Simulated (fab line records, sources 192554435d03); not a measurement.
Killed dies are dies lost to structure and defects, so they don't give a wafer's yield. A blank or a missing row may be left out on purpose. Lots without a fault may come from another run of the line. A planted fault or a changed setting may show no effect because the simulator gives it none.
Which tool did it? | flow n5_finfet | 22 lots, 66 wafers sampled, at 4 steps of a route of 1938

WHAT THE GAUGES READ, wafer by wafer
N5_BEOL_M11_THK_MEAS_01.
lot  | measured     | on            | M11_ILD_THK (nm)
L076 | day 12 02:28 | film_metro-02 | 266 270 267
L075 | day 12 02:19 | film_metro-01 | 264 270 264
L079 | day 12 03:52 | film_metro-02 | 270 270 273
L082 | day 12 09:31 | film_metro-02 | 267 268 272
L077 | day 12 12:55 | film_metro-01 | 273 265 266
L080 | day 12 13:56 | film_metro-01 | 270 273 275
L078 | day 13 15:43 | film_metro-02 | 266 274 267
L083 | day 14 01:36 | film_metro-01 | 261 263 266
L084 | day 13 23:59 | film_metro-01 | 265 272 275
L085 | day 14 01:53 | film_metro-01 | 266 262 266
L086 | day 14 01:20 | film_metro-01 | 267 269 269
L089 | day 14 22:53 | film_metro-01 | 269 265 270
L088 | day 14 22:55 | film_metro-02 | 269 270 265
L087 | day 15 01:02 | film_metro-02 | 267 269 271
L090 | day 15 04:31 | film_metro-01 | 272 267 277
L091 | day 15 16:02 | film_metro-01 | 274 277 276
L092 | day 15 17:13 | film_metro-02 | 258 263 263
L093 | day 16 00:34 | film_metro-02 | 264 262 267
L094 | day 16 02:43 | film_metro-02 | 269 267 270
L095 | day 16 10:37 | film_metro-02 | 264 267 270
L097 | day 17 01:53 | film_metro-01 | 265 265 269
L096 | day 17 02:02 | film_metro-02 | 263 265 269

WHICH TOOL RAN EACH LOT (tool, then ch and the chambers of the sampled wafers, then the start)
lot  | N5_BEOL_M10_ETCH_62                | N5_BEOL_M10_ETCH_65                | N5_BEOL_M10_DEP_56
L076 | rie_diel-01 ch 1,2,3, day 11 19:19 | rie_diel-03 ch 1,3, day 11 20:24   | pecvd-03 ch 0,2, day 12 00:56
L075 | rie_diel-06 ch 0,1,2, day 11 19:29 | rie_diel-06 ch 1,2, day 11 20:27   | pecvd-04 ch 0,2, day 12 01:35
L079 | rie_diel-01 ch 0,1,3, day 11 21:32 | rie_diel-01 ch 0,1,3, day 11 23:25 | pecvd-04 ch 0,1, day 12 02:40
L082 | rie_diel-03 ch 2,3, day 12 04:37   | rie_diel-01 ch 1,2,3, day 12 06:14 | pecvd-02 ch 1,2, day 12 08:47
L077 | rie_diel-06 ch 1,2,3, day 12 04:37 | rie_diel-01 ch 0,2, day 12 06:41   | pecvd-02 ch 0,1,2, day 12 11:42
L080 | rie_diel-01 ch 1,2, day 12 07:48   | rie_diel-06 ch 1,2,3, day 12 10:08 | pecvd-04 ch 0,1, day 12 13:12
L078 | rie_diel-06 ch 0,2,3, day 13 08:28 | rie_diel-06 ch 0,2, day 13 10:50   | pecvd-03 ch 0,1,2, day 13 14:01
L083 | rie_diel-03 ch 2,3, day 13 16:52   | rie_diel-06 ch 0,1, day 13 21:33   | pecvd-02 ch 0,2, day 14 00:52
L084 | rie_diel-01 ch 1,2,3, day 13 17:00 | rie_diel-06 ch 2,3, day 13 20:05   | pecvd-02 ch 0,2, day 13 23:13
L085 | rie_diel-03 ch 1,3, day 13 17:07   | rie_diel-01 ch 0,1,2, day 13 22:04 | pecvd-02 ch 0,2, day 14 01:09
L086 | rie_diel-01 ch 1,2,3, day 13 17:17 | rie_diel-03 ch 0,1,3, day 13 21:23 | pecvd-02 ch 0,1,2, day 14 00:35
L089 | rie_diel-03 ch 0,1, day 14 16:47   | rie_diel-06 ch 0,2, day 14 18:42   | pecvd-03 ch 0,1,2, day 14 22:08
L088 | rie_diel-06 ch 0,2,3, day 14 17:25 | rie_diel-01 ch 0,1,2, day 14 18:52 | pecvd-04 ch 0,1,2, day 14 22:12
L087 | rie_diel-01 ch 0,1,2, day 14 19:24 | rie_diel-03 ch 1,2,3, day 14 20:26 | pecvd-03 ch 0,1,2, day 15 00:11
L090 | rie_diel-03 ch 0,2,3, day 14 20:12 | rie_diel-03 ch 2,3, day 14 23:25   | pecvd-04 ch 0,1, day 15 03:48
L091 | rie_diel-01 ch 0,2, day 15 08:35   | rie_diel-06 ch 2,3, day 15 11:31   | pecvd-03 ch 0,1,2, day 15 15:14
L092 | rie_diel-06 ch 0,1,3, day 15 12:14 | rie_diel-01 ch 1,2,3, day 15 13:43 | pecvd-03 ch 0,2, day 15 16:29
L093 | rie_diel-06 ch 0,3, day 15 15:51   | rie_diel-06 ch 0,3, day 15 19:26   | pecvd-02 ch 0,1, day 15 23:51
L094 | rie_diel-06 ch 0,1,3, day 15 20:18 | rie_diel-06 ch 0,1,3, day 15 22:46 | pecvd-02 ch 0,2, day 16 01:47
L095 | rie_diel-06 ch 0,1,2, day 16 03:50 | rie_diel-03 ch 1,2,3, day 16 05:40 | pecvd-02 ch 0,1,2, day 16 09:54
L097 | rie_diel-03 ch 0,1,3, day 16 19:04 | rie_diel-01 ch 1,2, day 16 21:43   | pecvd-02 ch 0,2, day 17 00:53
L096 | rie_diel-06 ch 1,2,3, day 16 19:08 | rie_diel-06 ch 0,1, day 16 21:33   | pecvd-02 ch 0,2, day 17 00:49
- N5_BEOL_M10_ETCH_62: etches SOC in N2/H2, target depth 110 nm, overetch 22 nm, time 165 s.
- N5_BEOL_M10_ETCH_65: etches SiARC in CF4, target depth 39 nm, time 65 s.
- N5_BEOL_M10_DEP_56: deposits SiCN from 3MS/NH3, target thk 15 nm, time 26.5 s.

WHAT THE TOOLS THEMSELVES READ (means of the sampled wafers that have a number; where no wafer has one, the mark that the record gives instead)
N5_BEOL_M10_ETCH_62.
lot  | tool        | drypump_motor_current_A (A) | oes_product_au (a.u.) | rf_vpp_V (V) | showerhead_plenum_p_Torr (Torr) | throttle_valve_pct (%)
L076 | rie_diel-01 | 6.1                         | 0.72                  | 521.2        | 2.46                            | 17.55
L075 | rie_diel-06 | 5.5                         | 0.65                  | 522.1        | 2.50                            | 17.84
L079 | rie_diel-01 | 5.8                         | 0.75                  | 522.1        | 2.47                            | 17.60
L082 | rie_diel-03 | 5.8                         | 0.74                  | 527.1        | 2.66                            | 17.87
L077 | rie_diel-06 | 5.6                         | 0.70                  | 523.3        | 2.52                            | 17.92
L080 | rie_diel-01 | 6.1                         | 0.74                  | 521.6        | 2.46                            | 17.56
L078 | rie_diel-06 | 5.6                         | 0.71                  | 523.9        | 2.49                            | 17.79
L083 | rie_diel-03 | 5.8                         | 0.68                  | 526.3        | 2.61                            | 18.00
L084 | rie_diel-01 | 6.1                         | 0.70                  | 521.3        | 2.45                            | 17.58
L085 | rie_diel-03 | 5.8                         | 0.67                  | 524.8        | 2.57                            | 17.86
L086 | rie_diel-01 | 6.1                         | 0.70                  | 521.3        | 2.45                            | 17.58
L089 | rie_diel-03 | 5.4                         | 0.62                  | 522.6        | 2.47                            | 17.81
L088 | rie_diel-06 | 5.5                         | 0.69                  | 523.0        | 2.49                            | 17.81
L087 | rie_diel-01 | 5.6                         | 0.73                  | 522.6        | 2.46                            | 17.72
L090 | rie_diel-03 | 5.6                         | 0.65                  | 523.3        | 2.56                            | 17.98
L091 | rie_diel-01 | 5.5                         | 0.70                  | 521.8        | 2.46                            | 17.82
L092 | rie_diel-06 | 5.8                         | 0.71                  | 522.9        | 2.45                            | 17.64
L093 | rie_diel-06 | 5.8                         | 0.66                  | 521.3        | 2.43                            | 17.63
L094 | rie_diel-06 | 5.8                         | 0.70                  | 522.0        | 2.45                            | 17.66
L095 | rie_diel-06 | 5.4                         | 0.69                  | 521.9        | 2.48                            | 17.78
L097 | rie_diel-03 | 5.6                         | 0.71                  | 524.8        | 2.61                            | 17.71
L096 | rie_diel-06 | 5.5                         | 0.71                  | 522.7        | 2.50                            | 17.87

N5_BEOL_M10_ETCH_65.
lot  | tool        | drypump_motor_current_A (A) | etch_rf_on_time_s (s) | oes_product_au (a.u.) | rf_vpp_V (V) | showerhead_plenum_p_Torr (Torr) | throttle_valve_pct (%)
L076 | rie_diel-03 | 5.8                         | 64.1                  | 0.73                  | 184.6        | 2.16                            | 15.34
L075 | rie_diel-06 | 5.5                         | 62.2                  | 0.65                  | 184.2        | 2.12                            | 15.82
L079 | rie_diel-01 | 5.8                         | 64.4                  | 0.75                  | 183.4        | 2.09                            | 15.42
L082 | rie_diel-01 | 6.0                         | 66.0                  | 0.71                  | 183.3        | 2.08                            | 15.40
L077 | rie_diel-01 | 5.2                         | 64.1                  | 0.79                  | 183.3        | 2.11                            | 15.66
L080 | rie_diel-06 | 5.5                         | 62.8                  | 0.71                  | 183.4        | 2.12                            | 15.70
L078 | rie_diel-06 | 5.5                         | 64.4                  | 0.67                  | 184.0        | 2.09                            | 15.53
L083 | rie_diel-06 | 5.8                         | 64.0                  | 0.69                  | 183.2        | 2.08                            | 15.44
L084 | rie_diel-06 | 5.6                         | 63.8                  | 0.76                  | 184.3        | 2.12                            | 15.60
L085 | rie_diel-01 | 5.7                         | 64.9                  | 0.74                  | 183.8        | 2.09                            | 15.59
L086 | rie_diel-03 | 5.6                         | 65.3                  | 0.65                  | 182.9        | 2.11                            | 15.53
L089 | rie_diel-06 | 5.2                         | 63.7                  | 0.69                  | 183.3        | 2.11                            | 15.64
L088 | rie_diel-01 | 5.6                         | 65.2                  | 0.73                  | 182.4        | 2.09                            | 15.59
L087 | rie_diel-03 | 5.8                         | 65.0                  | 0.71                  | 185.4        | 2.19                            | 15.51
L090 | rie_diel-03 | 5.8                         | 65.6                  | 0.67                  | 184.9        | 2.18                            | 15.70
L091 | rie_diel-06 | 5.6                         | 63.8                  | 0.74                  | 183.1        | 2.11                            | 15.62
L092 | rie_diel-01 | 6.1                         | 66.4                  | 0.68                  | 184.1        | 2.07                            | 15.46
L093 | rie_diel-06 | 5.9                         | 64.5                  | 0.70                  | 183.4        | 2.08                            | 15.55
L094 | rie_diel-06 | 5.8                         | 64.6                  | 0.71                  | 183.1        | 2.08                            | 15.52
L095 | rie_diel-03 | 5.8                         | 65.7                  | 0.69                  | 185.2        | 2.19                            | 15.54
L097 | rie_diel-01 | 6.1                         | 67.4                  | 0.69                  | 183.8        | 2.08                            | 15.52
L096 | rie_diel-06 | 5.7                         | 64.2                  | 0.70                  | 182.8        | 2.08                            | 15.50

N5_BEOL_M10_DEP_56.
lot  | tool     | showerhead_plenum_p_Torr (Torr) | throttle_valve_pct (%)
L076 | pecvd-03 | 3.669                           | 8.5
L075 | pecvd-04 | 3.680                           | 9.0
L079 | pecvd-04 | 3.675                           | 9.1
L082 | pecvd-02 | 3.669                           | 9.2
L077 | pecvd-02 | 3.673                           | 9.2
L080 | pecvd-04 | 3.672                           | 9.1
L078 | pecvd-03 | 3.672                           | 8.9
L083 | pecvd-02 | 3.674                           | 9.0
L084 | pecvd-02 | 3.668                           | 8.8
L085 | pecvd-02 | 3.677                           | 8.8
L086 | pecvd-02 | 3.670                           | 9.1
L089 | pecvd-03 | 3.667                           | 8.9
L088 | pecvd-04 | 3.669                           | 9.1
L087 | pecvd-03 | 3.664                           | 8.9
L090 | pecvd-04 | 3.671                           | 8.9
L091 | pecvd-03 | 3.666                           | 8.9
L092 | pecvd-03 | 3.672                           | 8.6
L093 | pecvd-02 | 3.661                           | 9.1
L094 | pecvd-02 | 3.664                           | 9.1
L095 | pecvd-02 | 3.668                           | 9.1
L097 | pecvd-02 | 3.669                           | 9.0
L096 | pecvd-02 | 3.673                           | 9.1

THE ANSWER, worked out from the rows above alone
Rule: what is usual is taken from the lots themselves. Put in order of their means at a reading, lots are off if they are a third of the lots or fewer, leave a main group of 4 or more, and stand apart from it by a gap of 3 or more times the standard deviation of the main group's means; of several such gaps the widest counts. A main group whose means are all the same, to the digits that the tables above print for the reading, isn't used. A lot without any number at a reading at which 4 lots or more have one is off too. The other lots that the step has rows for count as sound. The gauges are gone through in route order, then the tools' own readings, and for those a lot's mean is taken as printed above. The first step at which some lot is off is used, and at that step the reading that is off furthest; a lot without a number counts as furthest.
No lot is off at any reading shown: from this, nothing can be told.

WHAT THE SIMULATOR HAD PUT IN
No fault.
